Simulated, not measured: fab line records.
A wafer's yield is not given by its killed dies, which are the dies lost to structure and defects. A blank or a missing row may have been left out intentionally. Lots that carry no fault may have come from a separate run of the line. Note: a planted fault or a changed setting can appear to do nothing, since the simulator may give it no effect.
Chamber matching | flow n5Finfet | rieSi-04 running N5_DUMMY_GATE_ETCH_23: 4 sister chambers
The step etches poly-Si in HBr/Cl2/O2, target depth 41 nm, time 22.3 s. 8 wafers are shown with their chamber, then 7 later ones without.

== WAFERS, EACH WITH ITS CHAMBER ==
wafer  | chamber | throttleValvePct (%) | oesProductAu (a.u.)
L074.2 | 3       | 36.92                | 0.995
L076.1 | 3       | 36.92                | 0.998
L080.3 | 2       | 37.09                | 1.033
L085.3 | 1       | 37.24                | 0.993
L085.4 | 0       | 36.92                | 1.004
L085.6 | 2       | 37.10                | 1.030
L089.1 | 0       | 36.93                | 1.018
L089.5 | 1       | 37.24                | 0.996

== WAFERS WITHOUT THEIR CHAMBER ==
wafer  | throttleValvePct (%) | oesProductAu (a.u.)
L089.6 | 37.09                | 1.029
L090.3 | 37.24                | 0.997
L090.5 | 36.93                | 1.005
L090.6 | 36.92                | 1.020
L096.1 | 36.93                | 0.998
L096.5 | 37.11                | 1.028
L096.6 | 37.23                | 1.002

== CHAMBER TAKEN BY EACH ==
wafer  | from the rows above     | in truth
L089.6 | 2                       | 2
L090.3 | 1                       | 1
L090.5 | can't be placed: 0 or 3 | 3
L090.6 | 0                       | 0
L096.1 | can't be placed: 3 or 0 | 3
L096.5 | 2                       | 2
L096.6 | 1                       | 1
Correctly placed: 5 of 7. From these rows, 2 cannot be placed; in 2 the true chamber is one of the candidates. Placed wrongly: 0.
How it was worked out, from the rows above alone: a wafer's distance from a chamber is the root of the sum, over the readings, of the square of ((its reading less the chamber's mean) divided by the reading's scatter). If the next closest chamber is less than 2 further off than the closest, the wafer can't be placed; otherwise it belongs to the closest. For every chamber, the mean is computed from those of its wafers that are shown. The scatter: take each reading less its chamber's mean, square it, sum over the shown wafers, divide by the number of wafers less the number of chambers, and take the root.
